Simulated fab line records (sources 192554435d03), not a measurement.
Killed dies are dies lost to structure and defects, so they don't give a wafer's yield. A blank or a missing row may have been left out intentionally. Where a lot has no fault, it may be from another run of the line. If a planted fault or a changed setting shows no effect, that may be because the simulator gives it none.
3 desks looking at one fault || flow n5_finfet || each desk holds nothing but its own numbers, with what lay behind them at the end

## TOOL OWNER'S DESK, plasma_asher-02
The tool's own readings at N5_MOL_CONTACT_COAG_STRIP_119 (strips in N2/H2, time 30 s): means of the sampled wafers that have a number, for each lot that ran on this tool. Marked OUT: a lot whose mean sits more than 4 standard deviations from the usual mean, which makes it out of limits; the brackets give that distance.
Columns: A = drypump_motor_current_A at N5_MOL_CONTACT_COAG_STRIP_119, usual 5.7 A; B = heater_power_w at N5_MOL_CONTACT_COAG_STRIP_119, usual 368 W
{"lot": "L491", "first seen here": "day 7 07:16", "A": 5.7, "B": 372}
{"lot": "L492", "first seen here": "day 7 16:20", "A": 5.5, "B": 385}
{"lot": "L493", "first seen here": "day 8 01:58", "A": 5.7, "B": 375}
{"lot": "L495", "first seen here": "day 8 08:27", "A": 5.7, "B": 380}
{"lot": "L496", "first seen here": "day 8 16:13", "A": 5.5, "B": 386}
{"lot": "L504", "first seen here": "day 10 19:51", "A": 5.5, "B": 390}
{"lot": "L505", "first seen here": "day 11 06:28", "A": 5.6, "B": 378}
Result from this desk: across the 7 lots, nothing is out of limits.

## THE DEFECT DESK
What the inspections along the route counted, lot by lot: means of the sampled wafers that have a number. Marked OUT: a lot whose mean sits more than 4 standard deviations from the usual mean, which makes it out of limits; the brackets give that distance.
Columns: A = raw_defect_count at N5_MOL_CONTACT_COAG_INSPECT_42, usual 192
{"lot": "L491", "first seen here": "day 7 07:57", "A": 138}
{"lot": "L492", "first seen here": "day 7 17:02", "A": 194}
{"lot": "L493", "first seen here": "day 8 02:33", "A": "859 (+12) OUT"}
{"lot": "L495", "first seen here": "day 8 09:08", "A": "859 (+12) OUT"}
{"lot": "L496", "first seen here": "day 8 16:44", "A": "852 (+12) OUT"}
{"lot": "L494", "first seen here": "day 8 22:25", "A": 189}
{"lot": "L504", "first seen here": "day 10 20:26", "A": 209}
{"lot": "L505", "first seen here": "day 11 07:01", "A": 256}
This desk finds L493, L495, L496 out of limits, L493 being first, at day 8 02:33 (raw_defect_count at N5_MOL_CONTACT_COAG_INSPECT_42). In limits: L491, L492, L494, L504, L505.

## FROM THE METROLOGY DESK
What the gauges read, lot by lot, whatever tool the lot ran on: means of the sampled wafers that have a number. Marked OUT: a lot whose mean sits more than 4 standard deviations from the usual mean, which makes it out of limits; the brackets give that distance. 7 of its 10 readings are shown, namely those furthest out on some lot.
Columns: A = DIBL_P at N5_BEOL_M4_RC_MEAS_101, usual 35.6 mV/V; B = IOFF_N at N5_BEOL_M4_RC_MEAS_101, usual 0.15 nA/um; C = IOFF_P at N5_BEOL_M4_RC_MEAS_101, usual 0.20 nA/um; D = ION_N at N5_BEOL_M4_RC_MEAS_101, usual 668 uA/um; E = ION_P at N5_BEOL_M4_RC_MEAS_101, usual 459 uA/um; F = VT_N at N5_BEOL_M4_RC_MEAS_101, usual 250 mV; G = VT_P at N5_BEOL_M4_RC_MEAS_101, usual -251 mV
{"lot": "L492", "first seen here": "day 14 20:29", "A": 33.9, "B": 0.12, "C": 0.18, "D": 653, "E": 458, "F": 253, "G": -252}
{"lot": "L491", "first seen here": "day 16 22:43", "A": 36.7, "B": 0.18, "C": 0.21, "D": 691, "E": 465, "F": 246, "G": -249}
{"lot": "L493", "first seen here": "day 17 07:19", "A": 37.7, "B": 0.19, "C": 0.25, "D": 679, "E": 467, "F": 248, "G": -248}
{"lot": "L495", "first seen here": "day 17 15:24", "A": 34.6, "B": 0.14, "C": 0.19, "D": 667, "E": 461, "F": 251, "G": -252}
{"lot": "L494", "first seen here": "day 17 18:42", "A": 34.0, "B": 0.12, "C": 0.17, "D": 655, "E": 453, "F": 254, "G": -253}
{"lot": "L496", "first seen here": "day 18 02:15", "A": 37.4, "B": 0.16, "C": 0.17, "D": 672, "E": 452, "F": 251, "G": -255}
{"lot": "L504", "first seen here": "day 20 05:26", "A": 34.0, "B": 0.13, "C": 0.18, "D": 664, "E": 460, "F": 251, "G": -252}
{"lot": "L505", "first seen here": "day 20 12:02", "A": 39.5, "B": 0.23, "C": 0.28, "D": 696, "E": 472, "F": 244, "G": -244}
Result from this desk: across the 8 lots, nothing is out of limits.

## ALL TOGETHER
The defect desk could have raised an alarm at day 8 02:33, on L493, L495, L496.
The tool owner's desk saw nothing out of limits.
Metrology desk: nothing out of limits seen.
On record at the tool owner's desk: L493, L495, L496, within its limits.
The metrology desk holds a record of L493, L495, L496, inside its limits.
On plasma_asher-02, each named lot ran N5_MOL_CONTACT_COAG_STRIP_119.

## WHAT HAD BEEN PUT IN BY THE SIMULATOR
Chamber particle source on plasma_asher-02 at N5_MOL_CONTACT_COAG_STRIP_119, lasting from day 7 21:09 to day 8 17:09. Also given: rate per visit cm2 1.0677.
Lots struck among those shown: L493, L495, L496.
Hours from the fault's start to each desk's first reading out of limits: the defect desk, 5.
